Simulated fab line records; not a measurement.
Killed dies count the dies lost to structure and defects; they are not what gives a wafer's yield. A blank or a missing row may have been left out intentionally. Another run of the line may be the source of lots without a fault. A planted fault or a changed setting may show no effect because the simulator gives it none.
fab line records	flow n5Finfet
record: lots: 7	wafers: 21
route steps=1938 shown BEOL_M9@1407 BEOL_M10@1512 BEOL_M11@1573 BEOL_M12@1648
startH: hours from the record's first day to the start of the lot's first wafer shown	waitH: hours since the lot's step before	" identical to the entry in the row above	L1.1+2: a row that stands for several wafers	- no value present, or no start provided	* or withheld: withheld	< > ~ a bound
route shown NAME@n: names a module that has steps shown in the file, with the first one's number in the route	usual: mean/standard deviation of fault-free wafers	same: alike in all rows	chamber/n: place in a boat	sites: readings site by site	_std_site: the standard deviation of these	_edge_site: mean of outer sites minus mean of inner sites	radiusMm: for every site, how far away it sits from the centre of the wafer	mask NAME#n: copy n	behind: tool/chamber where the wafer was last shaped	hold: why the lot was held/for how many hours/how that ended	device: whichever transistor did not switch (one of n, p or np)	end of line: tests run on the same wafers once the route is complete	step lacking rows: just its recipe	killed: count of dies lost to structure and defects at first sort (not the wafer's yield)	map: per-die view of a wafer (x killed, . not killed, _ where there is no die)
set.NAME: the setting that was run; set.NAME@STEP: the one run at that earlier step	model.NAME: the simulator's own value behind a step, which no gauge read
lots whose settings were changed on purpose; a table a step, a row a wafer
== steps ==
step: N5_BEOL_M9_COAT_60
recipe: resist: SiARC	tempC: 220	timeS: 60	spinRpm: 1500	resistThkNm: 30
lot.wafer	tool	chamber	startH	waitH	set.spinRpm	model.SiARC_of_BEOL_M9_COAT_60.thkNm
L076.2+4+6	lithoTrack-01	0	-	-	1500	30
L075.2	lithoTrack-04	0	-	-	1396	31.2
L075.5+6	"	0	"	"	1500	30
L084.3+5	lithoTrack-01	0	-	-	1500	30
L084.4	"	0	"	"	1545	29.4
L088.3+4	lithoTrack-01	0	-	-	1500	30
L088.5	"	0	"	"	1565	29.6
L091.3	lithoTrack-05	0	-	-	1381	31.4
L091.5+6	"	0	"	"	1500	30.2
L093.2+3	lithoTrack-01	0	-	-	1500	30
L093.4	"	0	"	"	1616	28.8
L095.2+3+5	lithoTrack-05	0	-	-	1500	30
step: N5_BEOL_M9_COAT_05
recipe: resist: CAR-ArF	spinRpm: 1500	resistThkNm: 90
step: N5_BEOL_M9_EBR_07
recipe: solvent: PGMEA	ebrWidthMm: 1.5
step: N5_BEOL_M9_DESCUM_16
recipe: chemistry: O2	timeS: 7.9	sourcePowerW: 50	biasPowerW: 20	pressureMtorr: 20	rfFrequencyHz: 2.712e+07	tempC: 40	resist: CAR-ArF	o2FlowSccm: 225
step: N5_BEOL_M9_ETCH_61
recipe: chemistry: CF4	target: SiARC	targetDepthA: 390	maskMaterial: CAR-ArF	timeS: 65	ionEnergyEv: 80	pressureMtorr: 40	sourceW: 545	biasW: 36	Ar_flow_sccm: 100	cf4FlowSccm: 100	ends: cleared
lot.wafer	tool	chamber	startH	waitH	set.spinRpm@BEOL_M9_COAT_60	model.etch.depthNm	model.CAR-ArF_of_BEOL_M9_COAT_05.thkNm
L076.2	rieDiel-05	2	218.64	0.0	1500	30	55.6
L076.4	"	1	"	"	1500	29.98	55.6
L076.6	"	3	"	"	1500	30	55.4
L075.2	rieDiel-03	2	218.82	0.0	1396	31.18	54.6
L075.5	"	3	"	"	1500	29.91	55.6
L075.6	"	0	"	"	1500	29.99	55.6
L084.3	rieDiel-03	2	269.02	0.0	1500	30	55.6
L084.4	"	1	"	"	1545	29.49	56.6
L084.5	"	3	"	"	1500	30.05	55.8
L088.3	rieDiel-03	2	284.41	0.0	1500	30.02	55.6
L088.4	"	0	"	"	1500	30.1	55.6
L088.5	"	2	"	"	1565	29.55	56.2
L091.3	rieDiel-03	0	310.61	0.0	1381	31.37	54.2
L091.5	"	2	"	"	1500	30.13	55.6
L091.6	"	0	"	"	1500	30.18	55.6
L093.2	rieDiel-02	1	324.43	0.0	1500	29.99	56
L093.3	"	2	"	"	1500	29.96	55.8
L093.4	"	0	"	"	1616	28.9	57.2
L095.2	rieDiel-02	1	349.97	0.0	1500	30.1	55.6
L095.3	"	0	"	"	1500	30.07	55.8
L095.5	"	0	"	"	1500	30.09	55.6
step: N5_BEOL_M9_ETCH_62
recipe: chemistry: N2/H2	target: SOC	targetDepthA: 1100	overetchA: 220	maskMaterial: SiARC	tempC: 40	timeS: 165	ionEnergyEv: 200	pressureMtorr: 30	sourceW: 840	biasW: 150	n2FlowSccm: 200	h2FlowSccm: 200
usual: rfVppV: 523.9/2.4
lot.wafer	tool	chamber	startH	waitH	set.sourceW	set.spinRpm@BEOL_M9_COAT_60	rfVppV	model.SiARC_of_BEOL_M9_COAT_60.thkNm
L076.2	rieDiel-05	2	218.69	0.0	700.5	1500	552.8	24
L076.4	"	1	"	"	700.5	1500	557.3	24.4
L076.6	"	3	"	"	840	1500	521.6	23.6
L075.2	rieDiel-03	2	218.87	0.0	840	1396	525.0	24.6
L075.5	"	3	"	"	769.9	1500	539.5	23.8
L075.6	"	0	"	"	840	1500	522.3	23.6
L084.3	rieDiel-03	2	269.07	0.0	840	1500	525.6	23.4
L084.4	"	1	"	"	840	1545	524.6	23
L084.5	"	3	"	"	840	1500	522.1	23.6
L088.3	rieDiel-03	2	284.46	0.0	840	1500	526.5	23.4
L088.4	"	0	"	"	840	1500	525.4	23.6
L088.5	"	2	"	"	840	1565	524.1	23
L091.3	rieDiel-03	0	310.66	0.0	840	1381	523.1	25
L091.5	"	2	"	"	782	1500	537.8	24
L091.6	"	0	"	"	840	1500	524.1	23.8
L093.2	rieDiel-02	1	324.48	0.0	840	1500	524.4	23.4
L093.3	"	2	"	"	840	1500	524.4	23.6
L093.4	"	0	"	"	840	1616	528.3	22.4
L095.2	rieDiel-02	1	350.02	0.0	840	1500	523.2	23.6
L095.3	"	0	"	"	840	1500	528.3	23.6
L095.5	"	0	"	"	840	1500	528.1	23.6
step: N5_BEOL_M10_TRENCH_ETCH_37
recipe: chemistry: C4F6/O2	targetDepthA: 1488.3	target: SiCOH_lowk	timeS: 48	ionEnergyEv: 250	pressureMtorr: 30	sourceW: 345	biasW: 185	Ar_flow_sccm: 300	C4F6_flow_sccm: 10	O2_flow_sccm: 10
lot.wafer	tool	chamber	startH	waitH	set.timeS	model.BEOL_M10.featureDepthNm	model.etch.depthNm	model.TiN_of_BEOL_M10_HM_DEP_02.thkNm
L076.2	rieDiel-06	3	-	-	48	146.8	146.8	16.2
L076.4	"	0	"	"	54.4	168	167.9	15.4
L076.6	"	1	"	"	54.4	165.8	165.9	15.6
L075.2	rieDiel-04	0	-	-	48	151.6	151.7	16
L075.5	"	3	"	"	53.81	168.2	168.1	15.4
L075.6	"	0	"	"	48	151.6	151.5	16
L084.3	rieDiel-06	0	-	-	43.15	131.2	131.3	16.4
L084.4	"	0	"	"	48	147	147	16
L084.5	"	0	"	"	43.15	131	131	16.4
L088.3	rieDiel-06	2	-	-	52.77	165.2	165.2	15.4
L088.4	"	0	"	"	52.77	162	162	15.4
L088.5	"	3	"	"	48	147.4	147.3	15.8
L091.3	rieDiel-06	1	-	-	48	152.6	152.5	16
L091.5	"	3	"	"	53.24	165	164.9	15.6
L091.6	"	0	"	"	48	148.4	148.4	16.2
L093.2	rieDiel-01	2	-	-	48	148.2	148.2	16
L093.3	"	1	"	"	51.17	160.6	160.6	15.6
L093.4	"	3	"	"	51.17	158.2	158.1	16
L095.2	rieDiel-04	0	-	-	48	150.6	150.6	16
L095.3	"	2	"	"	48	147.4	147.5	16
L095.5	"	0	"	"	48	151.8	151.8	15.8
step: N5_BEOL_M10_ETCH_41
recipe: chemistry: CH3F/O2	target: SiCN	targetDepthA: 426	taperDeg: 2	timeS: 86	ionEnergyEv: 120	maskMaterial: TiN	pressureMtorr: 30	sourceW: 395	biasW: 75	Ar_flow_sccm: 150	CH3F_flow_sccm: 30	O2_flow_sccm: 20
step: N5_BEOL_M10_STRIP_77
recipe: chemistry: N2/H2	timeS: 10	powerW: 450	tempC: 40	pressureMtorr: 20	rfFrequencyHz: 6e+07	biasPowerW: 7	n2FlowSccm: 200	h2FlowSccm: 200
step: N5_BEOL_M10_OCD_MEAS_38
usual: trenchDepthNm: 149.0/1.9
lot.wafer	tool	chamber	startH	waitH	set.timeS@BEOL_M10_TRENCH_ETCH_37	trenchDepthNm
L076.2	ocd-02	-	229.31	-	48	147.0
L076.4	"	-	"	"	54.4	167.9
L076.6	"	-	"	"	54.4	165.8
L075.2	ocd-02	-	232.91	-	48	151.4
L075.5	"	-	"	"	53.81	168.2
L075.6	"	-	"	"	48	151.7
L084.3	ocd-02	-	280.04	-	43.15	132.1
L084.4	"	-	"	"	48	146.8
L084.5	"	-	"	"	43.15	130.7
L088.3	ocd-01	-	295.34	-	52.77	165.9
L088.4	"	-	"	"	52.77	161.9
L088.5	"	-	"	"	48	146.7
L091.3	ocd-02	-	320.16	-	48	152.5
L091.5	"	-	"	"	53.24	165.1
L091.6	"	-	"	"	48	148.4
L093.2	ocd-02	-	335.87	-	48	147.9
L093.3	"	-	"	"	51.17	160.9
L093.4	"	-	"	"	51.17	158.0
L095.2	ocd-02	-	359.18	-	48	150.4
L095.3	"	-	"	"	48	147.7
L095.5	"	-	"	"	48	151.7
step: N5_BEOL_M10_HM_STRIP_39
recipe: chemistry: peroxideTinStrip	material: TiN	targetDepthA: 250	tempC: 50	timeS: 158
step: N5_BEOL_M10_SRD_40
recipe: timeS: 30	tempC: 23	rinseLiquid: diw	dry: ipaMarangoni
step: N5_BEOL_M10_ECD_50
recipe: material: Cu	targetThkA: 3180
step: N5_BEOL_M10_ANNEAL_51
recipe: tempC: 225	timeS: 90	ambient: N2
step: N5_BEOL_M10_CMP_52
recipe: stopOn: SiCOH_lowk	tOverpolishS: 7	downForcePsi: 1	platenRpm: 50	clearingPlatenDownForcePsi: 1.5	clearingPlatenRpm: 50	postCmpClean: cuAlkaline	targetThkNm: 140	clearingPlatenPadVelocityMS: 0.99484	padVelocityMS: 0.99484
lot.wafer	tool	chamber	startH	waitH	set.timeS@BEOL_M10_TRENCH_ETCH_37	model.Cu_of_BEOL_M10_ECD_50.thkNm
L076.2	cmp-03	1	233.03	0.3	48	138.8
L076.4	"	2	"	"	54.4	160.2
L076.6	"	3	"	"	54.4	157.4
L075.2	cmp-02	1	236.64	0.3	48	142.8
L075.5	"	3	"	"	53.81	157.8
L075.6	"	0	"	"	48	143
L084.4	cmp-03	1	282.08	0.1	48	138.8
L084.3	"	0	"	"	43.15	122.8
L084.5	"	2	"	"	43.15	124.4
L088.4	cmp-04	0	298.34	0.1	52.77	152.8
L088.3	"	2	"	"	52.77	155
L088.5	"	0	"	"	48	138.8
L091.3	cmp-03	3	323.43	0.9	48	144.4
L091.6	"	2	"	"	48	140.6
L091.5	"	3	"	"	53.24	157.6
L093.4	cmp-04	3	337.95	0.2	51.17	148.6
L093.3	"	0	"	"	51.17	152.6
L093.2	"	1	"	"	48	139.8
L095.3	cmp-04	3	360.85	0.2	48	139.6
L095.2	"	2	"	"	48	141
L095.5	"	0	"	"	48	144.2
step: N5_BEOL_M10_PRE_CLEAN_55
recipe: gas: NH3	timeS: 15	tempC: withheld	rfPowerW: 300
step: N5_BEOL_M10_DEP_56
recipe: material: SiCN	targetThkA: 150	tempC: withheld	precursor: 3MS/NH3	pressureTorr: 3	rfW: 202	timeS: 26.5
step: N5_BEOL_M10_RS_MEAS_57
recipe: thkMeasGauge: four-point-probe	reads: Cu_of_BEOL_M10_ECD_50+Co_of_BEOL_M10_CVD_75+TaN_of_BEOL_M10_ALD_74
usual: M10_RS: 0.1506/0.0027
lot.wafer	tool	chamber	startH	waitH	set.timeS@BEOL_M10_TRENCH_ETCH_37	M10_RS[ohm/sq]
L076.2	filmMetro-02	-	233.42	0.1	48	0.1522
L076.4	"	-	"	"	54.4	0.1299
L076.6	"	-	"	"	54.4	0.1328
L075.2	filmMetro-01	-	236.99	0.1	48	0.1479
L075.5	"	-	"	"	53.81	0.1324
L075.6	"	-	"	"	48	0.1476
L084.3	filmMetro-02	-	282.51	0.1	43.15	0.1745
L084.4	"	-	"	"	48	0.1522
L084.5	"	-	"	"	43.15	0.1720
L088.3	filmMetro-02	-	298.77	0.1	52.77	0.1350
L088.4	"	-	"	"	52.77	0.1368
L088.5	"	-	"	"	48	0.1520
L091.3	filmMetro-01	-	323.83	0.1	48	0.1461
L091.5	"	-	"	"	53.24	0.1329
L091.6	"	-	"	"	48	0.1503
L093.2	filmMetro-01	-	338.34	0.1	48	0.1512
L093.3	"	-	"	"	51.17	0.1374
L093.4	"	-	"	"	51.17	0.1416
L095.2	filmMetro-02	-	361.28	0.1	48	0.1494
L095.3	"	-	"	"	48	0.1513
L095.5	"	-	"	"	48	0.1460
step: N5_BEOL_M11_ETCH_66
recipe: chemistry: N2/H2	target: SOC	targetDepthA: 1200	overetchA: 240	maskMaterial: SiARC	tempC: 40	timeS: 180	ionEnergyEv: 200	pressureMtorr: 30	sourceW: 840	biasW: 150	n2FlowSccm: 200	h2FlowSccm: 200
lot.wafer	tool	chamber	startH	waitH	set.timeS	model.SiARC_of_BEOL_M11_COAT_64.thkNm
L076.2+4	rieDiel-02	1,0	238.33	0.0	180	22.8
L076.6	"	0	"	"	145.6	24.2
L075.2+5	rieDiel-03	3,0	240.98	0.0	180	22.8
L075.6	"	1	"	"	143.1	24.2
L084.3	rieDiel-03	1	286.55	0.0	163.5	23.4
L084.4+5	"	0,1	"	"	180	22.8
L088.3	rieDiel-05	0	302.36	0.0	214.9	21
L088.4	"	1	"	"	180	23
L088.5	"	2	"	"	180	22.4
L091.3	rieDiel-02	2	329.76	0.0	180	22.8
L091.5+6	"	3,0	"	"	180	22.6
L093.2+4	rieDiel-02	0,2	343.50	0.0	207.1	21.6
L093.3	"	1	"	"	180	22.6
L095.2	rieDiel-05	2	368.12	0.0	180	22.4
L095.3+5	"	3	"	"	180	22.8
step: N5_BEOL_M11_TRENCH_ETCH_37
recipe: chemistry: C4F6/O2	targetDepthA: 1488.3	target: SiCOH_lowk	timeS: 48	ionEnergyEv: 250	pressureMtorr: 30	sourceW: 345	biasW: 185	Ar_flow_sccm: 300	C4F6_flow_sccm: 10	O2_flow_sccm: 10
usual: rfVppV: 664/12
lot.wafer	tool	chamber	startH	waitH	set.biasW	rfVppV
L076.2	rieDiel-02	1	-	-	185	676
L076.4	"	0	"	"	185	678
L076.6	"	0	"	"	171.5	639
L075.2	rieDiel-03	3	-	-	153.1	571
L075.5	"	0	"	"	185	655
L075.6	"	1	"	"	153.1	567
L084.3	rieDiel-03	1	-	-	185	661
L084.4	"	0	"	"	185	654
L084.5	"	1	"	"	185	661
L088.3	rieDiel-05	0	-	-	173	632
L088.4	"	1	"	"	185	658
L088.5	"	2	"	"	173	651
L091.3	rieDiel-02	2	-	-	185	648
L091.5	"	3	"	"	185	678
L091.6	"	0	"	"	185	677
L093.2	rieDiel-02	0	-	-	185	677
L093.3	"	1	"	"	218.2	767
L093.4	"	2	"	"	218.2	738
L095.2	rieDiel-05	2	-	-	185	685
L095.3	"	3	"	"	185	649
L095.5	"	3	"	"	185	649
step: N5_BEOL_M12_SPUTTER_43
recipe: material: TaN	targetThkA: 150	tempC: 50	biasV: 168.6	powerW: 15000	chamberPressurePa: 0.12	timeS: 24.19
lot.wafer	tool	chamber	startH	waitH	set.powerW	model.TaN_of_BEOL_M12_SPUTTER_43.thkNm
L076.2+6	pvdSputter-01	-	244.69	0.0	15000	15.2
L076.4	"	-	"	"	15770	15.8
L075.2+5+6	pvdSputter-03	-	249.11	0.0	15000	14.6
L084.3+5	pvdSputter-01	-	295.97	0.0	17520	17.6
L084.4	"	-	"	"	15000	15
L088.3+5	pvdSputter-02	-	310.99	0.0	13780	13.6
L088.4	"	-	"	"	15000	14.6
L091.3	pvdSputter-02	-	342.13	0.0	15000	15.2
L091.5+6	"	-	"	"	13040	13.2
L093.2+3	pvdSputter-01	-	353.09	0.0	17450	17.4
L093.4	"	-	"	"	15000	15
L095.2	pvdSputter-03	-	377.94	0.0	15000	14.6
L095.3+5	"	-	"	"	15000	14.8
step: N5_BEOL_M12_CMP_49
recipe: stopOn: SiOC	tOverpolishS: 20.6	downForcePsi: 1	platenRpm: 50	clearingPlatenDownForcePsi: 1.5	clearingPlatenRpm: 50	postCmpClean: cuAlkaline	targetThkNm: 320	clearingPlatenPadVelocityMS: 0.99484	padVelocityMS: 0.99484
usual: barrierFieldEndpointS: 30.3/0.56
lot.wafer	tool	chamber	startH	waitH	set.downForcePsi	set.powerW@BEOL_M12_SPUTTER_43	barrierFieldEndpointS
L076.4	cmp-04	2	246.17	0.2	1.112	15770	27.7
L076.2	"	3	"	"	1	15000	30.7
L076.6	"	1	"	"	1.112	15000	27.7
L075.2	cmp-04	1	250.09	0.2	1	15000	28.6
L075.6	"	1	"	"	1.102	15000	26.4
L075.5	"	2	"	"	1.102	15000	26.4
L084.3	cmp-02	3	296.68	0.2	0.9221	17520	35.6
L084.4	"	0	"	"	0.9221	15000	33.2
L084.5	"	0	"	"	1	17520	34.0
L088.3	cmp-01	0	311.80	0.2	1.18	13780	24.1
L088.4	"	1	"	"	1	15000	30.4
L088.5	"	2	"	"	1.18	13780	24.8
L091.3	cmp-02	1	342.85	0.2	1.157	15000	26.4
L091.5	"	1	"	"	1	13040	27.3
L091.6	"	2	"	"	1	13040	27.7
L093.2	cmp-02	1	353.81	0.2	1	17450	32.7
L093.4	"	2	"	"	1	15000	30.6
L093.3	"	3	"	"	1.21	17450	27.1
L095.2	cmp-04	1	378.86	0.2	1	15000	29.8
L095.3	"	3	"	"	1	15000	30.1
L095.5	"	1	"	"	1	15000	29.9
== key ==
split: step: N5_BEOL_M9_COAT_60	setting: spinRpm	stated: 1500	by: wafer
response: step: N5_BEOL_M9_COAT_60	reading: model.SiARC_of_BEOL_M9_COAT_60.thkNm	change: -0.154	per: 1%	r: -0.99
response: step: N5_BEOL_M9_ETCH_61	reading: model.etch.depthNm	change: -0.153	per: 1%	r: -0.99
response: step: N5_BEOL_M9_ETCH_61	reading: model.CAR-ArF_of_BEOL_M9_COAT_05.thkNm	change: +0.168	per: 1%	r: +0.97
response: step: N5_BEOL_M9_ETCH_62	reading: model.SiARC_of_BEOL_M9_COAT_60.thkNm	change: -0.137	per: 1%	r: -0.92
split: step: N5_BEOL_M9_ETCH_62	setting: sourceW	stated: 840	by: wafer
response: step: N5_BEOL_M9_ETCH_62	reading: rfVppV	change: -2	per: 1%	r: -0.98
split: step: N5_BEOL_M10_TRENCH_ETCH_37	setting: timeS	stated: 48	by: wafer
response: step: N5_BEOL_M10_TRENCH_ETCH_37	reading: model.BEOL_M10.featureDepthNm	change: +1.49	per: 1%	r: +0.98
response: step: N5_BEOL_M10_TRENCH_ETCH_37	reading: model.etch.depthNm	change: +1.49	per: 1%	r: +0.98
response: step: N5_BEOL_M10_TRENCH_ETCH_37	reading: model.TiN_of_BEOL_M10_HM_DEP_02.thkNm	change: -0.0456	per: 1%	r: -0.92
response: step: N5_BEOL_M10_OCD_MEAS_38	reading: trenchDepthNm	change: +1.49	per: 1%	r: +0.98
response: step: N5_BEOL_M10_CMP_52	reading: model.Cu_of_BEOL_M10_ECD_50.thkNm	change: +1.43	per: 1%	r: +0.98
response: step: N5_BEOL_M10_RS_MEAS_57	reading: M10_RS	change: -0.00157	per: 1%	r: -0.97
split: step: N5_BEOL_M11_ETCH_66	setting: timeS	stated: 180	by: wafer
response: step: N5_BEOL_M11_ETCH_66	reading: model.SiARC_of_BEOL_M11_COAT_64.thkNm	change: -0.074	per: 1%	r: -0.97
split: step: N5_BEOL_M11_TRENCH_ETCH_37	setting: biasW	stated: 185	by: wafer
response: step: N5_BEOL_M11_TRENCH_ETCH_37	reading: rfVppV	change: +4.49	per: 1%	r: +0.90
split: step: N5_BEOL_M12_SPUTTER_43	setting: powerW	stated: 15000	by: wafer
response: step: N5_BEOL_M12_SPUTTER_43	reading: model.TaN_of_BEOL_M12_SPUTTER_43.thkNm	change: +0.148	per: 1%	r: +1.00
response: step: N5_BEOL_M12_CMP_49	reading: barrierFieldEndpointS	slope: +0.152	per: 1%	togetherWith: downForcePsi@BEOL_M12_CMP_49	explained: 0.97
split: step: N5_BEOL_M12_CMP_49	setting: downForcePsi	stated: 1	by: wafer
response: step: N5_BEOL_M12_CMP_49	reading: barrierFieldEndpointS	change: -0.215	per: 1%	r: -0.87
